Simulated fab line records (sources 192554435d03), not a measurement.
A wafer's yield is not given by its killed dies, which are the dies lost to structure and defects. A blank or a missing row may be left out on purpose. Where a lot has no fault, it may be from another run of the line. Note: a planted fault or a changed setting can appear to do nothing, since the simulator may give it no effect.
Split-lot study    flow n5Finfet    39 wafers read from 7 lots, route of 1938 steps

== ON THE SPLIT ==
At N5_FIN_SAQP_ETCH_65 (etches SiO2 in CF4, target depth 4 nm, time 4.4 s), the setting timeS was moved away from the recipe's 4.4 s on 15 of the 39 wafers read, by -58.7% to +49.6%. This setting was run at the recipe's value on the other wafers.

The reading comes from the split's own step.

== THE READING ==
etch.depthNm (the simulator's own value, which no gauge read), in nm, at N5_FIN_SAQP_ETCH_65 (etches SiO2 in CF4, target depth 4 nm, time 4.4 s). The file does not state a usual value for it. Average 4.029 nm, standard deviation 0.053 nm, over the 24 wafers here run with the recipe.

wafer   tool, chamber at the split  timeS as run, s  against the recipe  etch.depthNm, nm  against lot-mates on the recipe
L079.1  rieSi-04, 3                 4.4              recipe              4.048             -
L079.2  rieSi-04, 1                 6.582            +49.6%              6.079             +2.042
L079.3  rieSi-04, 2                 6.582            +49.6%              6.111             +2.074
L079.4  rieSi-04, 0                 4.4              recipe              4.019             -
L079.5  rieSi-04, 1                 6.582            +49.6%              6.117             +2.080
L079.6  rieSi-04, 0                 4.4              recipe              4.043             -
L081.1  rieSi-01, 2                 4.4              recipe              4.068             -
L081.2  rieSi-01, 0                 4.4              recipe              4.028             -
L081.3  rieSi-01, 3                 4.4              recipe              3.957             -
L081.4  rieSi-01, 1                 1.817            -58.7%              1.673             -2.345
L081.5  rieSi-01, 0                 1.817            -58.7%              1.654             -2.364
L081.6  rieSi-01, 1                 1.817            -58.7%              1.665             -2.353
L085.1  rieSi-04, 1                 4.4              recipe              4.055             -
L085.2  rieSi-04, 3                 4.4              recipe              3.983             -
L085.3  rieSi-04, 0                 6.315            +43.5%              5.782             +1.769
L085.4  rieSi-04, 2                 6.315            +43.5%              5.754             +1.741
L085.5  rieSi-04, 1                 6.315            +43.5%              5.873             +1.860
L085.6  rieSi-04, 2                 4.4              recipe              4.002             -
L086.1  rieSi-04, 3,0               4.4              recipe              4.044             -
L086.5  rieSi-04, 3,0               4.4              recipe              4.044             -
L086.2  rieSi-04, 2                 4.4              recipe              4.013             -
L086.3  rieSi-04, 1                 4.4              recipe              4.098             -
L086.4  rieSi-04, 0                 4.4              recipe              4.05              -
L086.6  rieSi-04, 1                 4.4              recipe              4.137             -
L087.1  rieSi-01, 0                 4.4              recipe              4.028             -
L087.2  rieSi-01, 3                 4.4              recipe              3.938             -
L087.3  rieSi-01, 2                 2.981            -32.3%              2.684             -1.278
L087.4  rieSi-01, 1                 2.981            -32.3%              2.755             -1.207
L087.5  rieSi-01, 3                 4.4              recipe              3.919             -
L087.6  rieSi-01, 2                 2.981            -32.3%              2.745             -1.217
L091.1  rieSi-04, 2                 1.821            -58.6%              1.666             -2.402
L091.2  rieSi-04, 0                 1.821            -58.6%              1.662             -2.406
L091.3  rieSi-04, 1                 4.4              recipe              4.098             -
L091.4  rieSi-04, 3                 4.4              recipe              4.015             -
L091.5  rieSi-04, 2                 1.821            -58.6%              1.672             -2.396
L091.6  rieSi-04, 1                 4.4              recipe              4.091             -
L094.1  rieSi-03, 0                 4.4              recipe              4.005             -
L094.3  rieSi-03, 3                 4.4              recipe              4.068             -
L094.4  rieSi-03, 2                 4.4              recipe              3.944             -
If several chambers appear in one row, that row covers several wafers at once and the file leaves open which wafer was in which chamber.

FIT RESULTS
A straight line over all 39 wafers: etch.depthNm changes by +0.0407 nm for each +1% of timeS; r = +1.00; the points scatter about the line by 0.049 nm.
The same after taking each lot's own level away (the mean of its wafers on the recipe; 39 wafers): +0.0407 nm for each +1%; r = +1.00; scatter 0.045 nm.
Per that fit: largest timeS move, reading shift of 2.4 nm.
The lots' own levels span 3.9617 to 4.0680 nm, that is 2.0 times the standard deviation above.
So the lot-to-lot level changes the slope little: the two slopes agree.
Check: with one of the wafers moved furthest among these (-58.7%) left out of the fit, the line predicts -2.38 nm for it against its lot-mates. It came out at -2.34 nm against them.

== FURTHER SPLITS ON THESE WAFERS ==
Note: prior to the reading, these wafers also went through further splits. Each is held against what the fit with the lots' levels taken away leaves over:
other split on the same wafers         wafers away from the commonest value  r with etch.depthNm (lot level and that fit taken away)
N5_ZERO_LAYER_DEVELOP_10 developTimeS  15                                    -0.17

== FILE'S OWN FIT ==
etch.depthNm changes by +0.0407 nm for each +1% of timeS, r = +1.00.
